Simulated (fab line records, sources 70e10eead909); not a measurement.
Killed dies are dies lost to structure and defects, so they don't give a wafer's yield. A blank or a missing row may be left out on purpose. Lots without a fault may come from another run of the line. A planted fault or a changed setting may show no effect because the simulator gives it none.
Which tool did it? | flow nand_harc | 12 lots, 36 wafers sampled, at 6 steps of a route of 1159

WHAT THE GAUGES READ, wafer by wafer
NHARC_P_GATE_OVL_MEAS_27. Usual: overlay_x_nm -0.1 nm, standard deviation 0.57; overlay_y_nm -0.1 nm, standard deviation 0.89.
lot  | measured     | on         | overlay_x_nm (nm) | overlay_y_nm (nm) | flag
L675 | day 5 00:02  | overlay-01 | -0.2 0.2 0.0      | 0.0 -0.1 -0.7     |
L678 | day 5 12:46  | overlay-01 | -0.2 0.1 0.2      | -1.5 -0.6 -1.3    |
L677 | day 5 13:25  | overlay-01 | 0.4 0.2 0.5       | 0.1 -0.2 0.0      |
L680 | day 6 05:55  | overlay-01 | 0.3 0.0 -0.1      | 0.3 -0.7 -0.3     |
L682 | day 6 16:31  | overlay-02 | 0.9 0.3 -0.4      | -0.9 -1.3 -1.2    |
L692 | day 8 23:29  | overlay-02 | 0.7 0.2 0.0       | 0.6 0.4 0.6       |
L691 | day 8 23:38  | overlay-02 | -0.4 -0.4 0.0     | 0.1 0.8 0.2       |
L693 | day 9 09:07  | overlay-01 | -0.7 -0.9 -1.2    | -2.1 -2.2 -2.1    |
L694 | day 9 09:16  | overlay-02 | 0.8 0.8 0.2       | 1.2 1.0 1.3       |
L695 | day 10 01:21 | overlay-02 | -0.2 -0.5 -0.4    | -0.7 -1.8 -1.5    |
L696 | day 10 01:55 | overlay-02 | -0.7 -0.4 -0.6    | 0.2 -0.1 -0.4     |
L697 | day 10 15:37 | overlay-02 | 0.6 0.3 1.0       | 0.0 0.1 -0.2      |

NHARC_P_GATE_CD_MEAS_46: target cd 720 nm. Usual: cd_nm 720.1 nm, standard deviation 1.6.
lot  | measured     | on        | cd_nm (nm)                          | flag
L675 | day 5 12:06  | cd_sem-01 | 717.6 717.7 718.4                   |
L678 | day 6 00:50  | cd_sem-03 | 722.5 721.4 723.2                   |
L677 | day 6 01:23  | cd_sem-03 | 722.2 722.1 722.1                   |
L680 | day 6 17:50  | cd_sem-01 | 720.7 721.8 722.3                   |
L682 | day 7 04:26  | cd_sem-01 | 657.7 657.9 657.5 658.0 658.1 657.9 | OFF
L692 | day 9 11:52  | cd_sem-03 | 721.7 721.7 718.7                   |
L691 | day 9 11:40  | cd_sem-02 | 723.2 719.1 720.6                   |
L693 | day 9 21:23  | cd_sem-03 | 721.8 722.1 720.7                   |
L694 | day 9 21:14  | cd_sem-01 | 717.9 720.9 719.5                   |
L695 | day 10 13:14 | cd_sem-02 | 720.1 720.4 721.4                   |
L696 | day 10 14:00 | cd_sem-03 | 717.3 721.0 719.2                   |
L697 | day 11 04:43 | cd_sem-03 | 720.1 718.7 717.4                   |

NHARC_P_GATE_CD_MEAS_59: target cd 720 nm. Usual: cd_nm 720.4 nm, standard deviation 1.6.
lot  | measured     | on        | cd_nm (nm)        | flag
L675 | day 5 13:46  | cd_sem-02 | 719.5 718.5 718.7 |
L678 | day 6 02:29  | cd_sem-03 | 720.4 719.8 717.9 |
L677 | day 6 03:13  | cd_sem-03 | 718.1 717.2 718.6 |
L680 | day 6 19:28  | cd_sem-03 | 722.3 719.9 721.1 |
L682 | day 7 09:21  | cd_sem-02 | 722.0 720.6 720.3 |
L692 | day 9 13:50  | cd_sem-01 | 720.0 721.6 718.8 |
L691 | day 9 13:25  | cd_sem-01 | 723.2 720.6 723.5 |
L693 | day 9 23:15  | cd_sem-01 | 722.2 721.6 722.7 |
L694 | day 9 22:53  | cd_sem-01 | 718.4 719.2 720.7 |
L695 | day 10 14:59 | cd_sem-01 | 718.0 722.0 719.2 |
L696 | day 10 15:45 | cd_sem-01 | 721.1 718.3 721.0 |
L697 | day 11 06:29 | cd_sem-02 | 721.4 720.1 718.5 |

NHARC_END_SORT_01. Usual: killed_at_array 25, standard deviation 9.2; killed_at_other 0.8, standard deviation 1.2; killed_at_periphery 3.9, standard deviation 2.6; killed_dies 30, standard deviation 9.7; killed_open 3.4, standard deviation 1.9; killed_short 2.0, standard deviation 1.4.
lot  | measured     | on        | killed_at_array | killed_at_other | killed_at_periphery | killed_dies | killed_open | killed_short | flag
L682 | day 21 03:17 | prober-01 | 29 38           | 0 0             | 7 9                 | 36 47       | 1 6         | 5 5          |

WHICH TOOL RAN EACH LOT (tool, then ch and the chambers of the sampled wafers, then the start)
lot  | NHARC_P_GATE_ETCH_104              | NHARC_P_GATE_EXPOSE_43
L675 | rie_diel-04 ch 0,1,2, day 5 00:13  | krf_scanner-01 ch 0, day 5 11:56
L678 | rie_diel-01 ch 1,2, day 5 12:56    | krf_scanner-04 ch 0, day 6 00:40
L677 | rie_diel-04 ch 0,1,3, day 5 13:37  | krf_scanner-01 ch 0, day 6 01:14
L680 | rie_diel-13 ch 0,1,2, day 6 06:08  | krf_scanner-03 ch 0, day 6 17:41
L682 | rie_diel-01 ch 0,1,3, day 6 16:42  | krf_scanner-01 ch 0, day 7 04:17
L692 | rie_diel-01 ch 0,1,2, day 8 23:40  | krf_scanner-01 ch 0, day 9 11:42
L691 | rie_diel-01 ch 1,2, day 8 23:52    | krf_scanner-03 ch 0, day 9 11:31
L693 | rie_diel-01 ch 0,1,3, day 9 09:34  | krf_scanner-01 ch 0, day 9 21:14
L694 | rie_diel-13 ch 0,2,3, day 9 09:34  | krf_scanner-03 ch 0, day 9 21:05
L695 | rie_diel-01 ch 0,1,2, day 10 01:32 | krf_scanner-04 ch 0, day 10 13:05
L696 | rie_diel-01 ch 0,1,3, day 10 02:06 | krf_scanner-01 ch 0, day 10 13:50
L697 | rie_diel-13 ch 0,2,3, day 10 15:48 | krf_scanner-01 ch 0, day 11 04:34
- NHARC_P_GATE_ETCH_104: etches the open film in CF4/CHF3, target depth 60 nm.
- NHARC_P_GATE_EXPOSE_43: exposes mask P NSD, target cd 720 nm.

WHAT THE TOOLS THEMSELVES READ (means of the sampled wafers that have a number; where no wafer has one, the mark that the record gives instead)
NHARC_P_GATE_ETCH_104. Usual: cf4_flow_sccm 99.94 sccm, standard deviation 0.28; drypump_motor_current_A 5.6 A, standard deviation 0.54; oes_product_au 0.954 a.u., standard deviation 0.021; rf_vpp_V 369.5 V, standard deviation 2.3; showerhead_plenum_p_Torr 1.54 Torr, standard deviation 0.064; throttle_valve_pct 16.802 %, standard deviation 0.009.
lot  | tool        | cf4_flow_sccm (sccm) | drypump_motor_current_A (A) | oes_product_au (a.u.) | rf_vpp_V (V) | showerhead_plenum_p_Torr (Torr) | throttle_valve_pct (%) | flag
L675 | rie_diel-04 | 99.95                | 6.2                         | 0.975                 | 369.1        | 1.52                            | 16.800                 |
L678 | rie_diel-01 | 99.65                | 5.2                         | 0.922                 | 368.8        | 1.51                            | 16.796                 |
L677 | rie_diel-04 | 99.88                | 6.2                         | 0.928                 | 368.7        | 1.53                            | 16.803                 |
L680 | rie_diel-13 | 99.94                | 5.8                         | 0.949                 | 369.5        | 1.54                            | 16.806                 |
L682 | rie_diel-01 | 100.03               | 5.3                         | 0.950                 | 370.4        | 1.56                            | 16.805                 |
L692 | rie_diel-01 | 99.91                | 5.1                         | 0.927                 | 369.6        | 1.55                            | 16.798                 |
L691 | rie_diel-01 | 100.24               | 5.2                         | 0.962                 | 368.4        | 1.51                            | 16.808                 |
L693 | rie_diel-01 | 100.09               | 5.3                         | 0.952                 | 369.6        | 1.55                            | 16.812                 |
L694 | rie_diel-13 | 100.04               | 5.5                         | 0.938                 | 371.2        | 1.58                            | 16.806                 |
L695 | rie_diel-01 | 100.03               | 5.1                         | 0.971                 | 369.7        | 1.55                            | 16.803                 |
L696 | rie_diel-01 | 100.10               | 5.2                         | 0.951                 | 369.9        | 1.55                            | 16.797                 |
L697 | rie_diel-13 | 99.65                | 5.5                         | 0.964                 | 370.7        | 1.58                            | 16.806                 |

THE ANSWER, worked out from the rows above alone
Rule: a lot is off if the mean of its wafers that have a number lies more than 3 standard deviations from the usual mean. A lot without any number at a reading at which 4 lots or more have one is off too. The other lots that the step has rows for count as sound. The gauges are gone through in route order, then the tools' own readings, and for those a lot's mean is taken as printed above. The first step at which some lot is off is used, and at that step the reading that is off furthest; a lot without a number counts as furthest.
Off: L682, at NHARC_P_GATE_CD_MEAS_46 (cd_nm).
A tool fits if, at a process step before that reading, it ran every lot that is off, and no sound lot after the first of them. The gauges at NHARC_P_GATE_CD_MEAS_46 are tried like those tools. None of those tried fits.

WHAT THE SIMULATOR HAD PUT IN
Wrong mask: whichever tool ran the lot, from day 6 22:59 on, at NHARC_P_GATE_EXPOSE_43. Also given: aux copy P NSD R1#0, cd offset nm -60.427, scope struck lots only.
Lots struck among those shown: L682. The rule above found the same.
